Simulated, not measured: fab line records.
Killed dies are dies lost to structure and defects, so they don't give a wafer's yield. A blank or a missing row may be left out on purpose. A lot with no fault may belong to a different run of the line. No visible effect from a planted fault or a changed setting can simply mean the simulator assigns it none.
Comparing a struck lot with a sound one + flow n5-finfet + 16 steps out of a route of 1938
Sound: these wafers, L874.3, L874.5, L874.6. Struck: wafer L884.4; the same lot's L884.3 was not struck, so it is left out; see the end for the cause.
Per side, at each step with rows, come the tool, then ch with its chambers, and then its first start. Under that, the readings that differ: sound wafers + struck wafers + difference of the means + sigmas: that difference in standard deviations of wafers without a fault.
alike: words and numbers the same on both sides, and readings whose means are apart by under 2 such deviations; not compared: readings that were withheld, readings missing a value for some wafer, numbers with overlapping values and no deviation given by the record, and bounds like >300 which may hide the same value.
A row with sigmas, a row that says differs or no value, or rows on one side alone: a step with any of these is where the two part. Numbers that have no deviation but don't overlap get no sigmas and don't part them. A reading that every wafer of one side lacks parts them only if that side has two wafers or more.

N5_FIN_SAQP_ETCH_65: etches SiO2 in CF4, target depth 4 nm, time 4.4 s.
  sound on rie-si-03 ch 2,3, day 2 23:58; struck on rie-si-05 ch 0, day 5 12:37
  alike: drypump-motor-current-A, oes-product-au, throttle-valve-pct
  not compared: rf-hours-counter-h
then, 3 steps without rows for these wafers: N5_FIN_SAQP_MANDREL_ETCH_58 (etches a-Si in HBr/Cl2, stops on SiNx, target depth 45 nm, bt time 10 s, time 27 s); N5_FIN_SAQP_RECESS_63 (chemistry HF/NH3, target SiO2, target depth 18 nm, afs cycles 3, sublimation time 60 s); N5_FIN_SAQP_COAT_68 (time 60 s, resist thk 100 nm).
N5_FIN_SAQP_ETCH_69: etches SOC in N2/H2, stops on SiNx, target depth 150 nm.
  sound on rie-diel-01 ch 0,3, day 3 00:31; struck on rie-diel-01 ch 0, day 5 13:10
| reading             | sound             | struck | difference | sigmas |
|---------------------|-------------------|--------|------------|--------|
| h2-flow-sccm (sccm) | 200.4 200.8 200.0 | 199.0  | -1.4       | -2     |
  alike: drypump-motor-current-A, oes-product-au, rf-vpp-V, showerhead-plenum-p-Torr, throttle-valve-pct
  not compared: rf-hours-counter-h
then, 2 steps without rows for these wafers: N5_FIN_SAQP_ETCH_67 (etches SiNx in CH3F/O2, target depth 30 nm); N5_FIN_SAQP_STRIP_70 (strips in N2/H2).
N5_FIN_SAQP_RECESS_71: chemistry HF/NH3, target SiO2, target depth 3 nm, afs cycles 1, sublimation time 60 s.
  sound on vapor-etch-02 ch 0,1, day 3 00:43; struck on vapor-etch-01 ch 0, day 5 13:22
  alike: drypump-motor-current-A
N5_FIN_SAQP_SPACER2_ALD_28: deposits SiO2, target thk 8.1 nm, pulse time 1 s, purge time 2 s.
  sound on ald-sin-03 ch 2,3, day 3 00:50; struck on ald-sin-03 ch 3, day 5 13:34
  alike: heater-power-outer-w, heater-power-w, precursor-pulse-height-rel
  not compared: since-wet-clean-h
N5_FIN_SAQP_SPACER2_ETCHBACK_29: etches SiO2 in CHF3/O2, target depth 12.2 nm, time 6.1 s.
  sound on rie-diel-01 ch 0,1,2, day 3 01:09; struck on rie-diel-03 ch 3, day 5 13:56
  alike: O2_flow_sccm, drypump-motor-current-A, oes-product-au, rf-vpp-V, showerhead-plenum-p-Torr, throttle-valve-pct
  not compared: rf-hours-counter-h
then, 1 step without rows for these wafers: N5_FIN_SAQP_MANDREL2_REMOVE_60 (chemistry HBr/Cl2/O2, target a-Si, stops on SiNx, bt time 10 s).
N5_FIN_SAQP_CD_MEAS_31: target cd 8 nm.
  sound on cd-sem-02 ch 0, day 3 01:21; struck on cd-sem-02 ch 0, day 5 14:08
  alike: cd-nm
N5_FIN_SAQP_HM_OPEN_33: chemistry CH3F/O2, target SiNx, target depth 49.4 nm, time 70.6 s.
  sound on rie-diel-01 ch 1,2, day 3 01:24; struck on rie-diel-01 ch 1, day 5 14:15
| reading               | sound          | struck | difference | sigmas |
|-----------------------|----------------|--------|------------|--------|
| etch-rf-on-time-s (s) | 66.1 69.1 67.0 | 43.7   | -23.7      | -12    |
| oes-product-au (a.u.) | 0.65 0.61 0.64 | 0.84   | +0.21      | +4     |
  alike: O2_flow_sccm, drypump-motor-current-A, rf-vpp-V, showerhead-plenum-p-Torr, throttle-valve-pct
  not compared: rf-hours-counter-h
then, 1 step without rows for these wafers: N5_FIN_SAQP_ETCH_34 (etches SiO2 in C4F6/O2, target depth 45 nm, time 15 s).
-- record jumps: 7 days separate the struck wafers' starts on either side; left off in module FIN_SAQP, taken up again in module BEOL_M4, whose first shown step is the route's number 1111 --
N5_BEOL_M4_RC_MEAS_101:
  sound on prober-01 ch 0, day 9 02:13; struck on prober-01 ch 0, day 12 17:08
  alike: DIBL_N, DIBL_P, IOFF_N, IOFF_P, ION_N, ION_P, SS_N, SS_P, VT_N, VT_P
-- the record jumps here: 4 days lie between the struck wafers' starts before and after (it left off in module BEOL_M4 and takes up again in module PASSIVATION, whose first step shown is number 1936 of the route) --
N5_PASSIVATION_PROBE_49:
  sound: prober-01 at day 14 01:05; struck: prober-01 at day 17 02:49
| reading             | sound    | struck | difference | sigmas |
|---------------------|----------|--------|------------|--------|
| killed-at-front-end | 43 24 32 | 55     | +22        | +2     |
| killed-short        | 27 25 23 | 42     | +17        | +3     |
  alike: defect-limited-yield, killed_at_M0_to_M3, killed_at_M4_up, killed-at-contacts, killed-at-other, killed-dies, killed-open, sort_bin_5_function, sort_bin_6_memory, sort-n-pass, sort-yield-pct

WHERE THEY PART
Earliest at N5_FIN_SAQP_ETCH_69; latest, in this record, at N5_PASSIVATION_PROBE_49.

WHY: whatever the simulator had introduced
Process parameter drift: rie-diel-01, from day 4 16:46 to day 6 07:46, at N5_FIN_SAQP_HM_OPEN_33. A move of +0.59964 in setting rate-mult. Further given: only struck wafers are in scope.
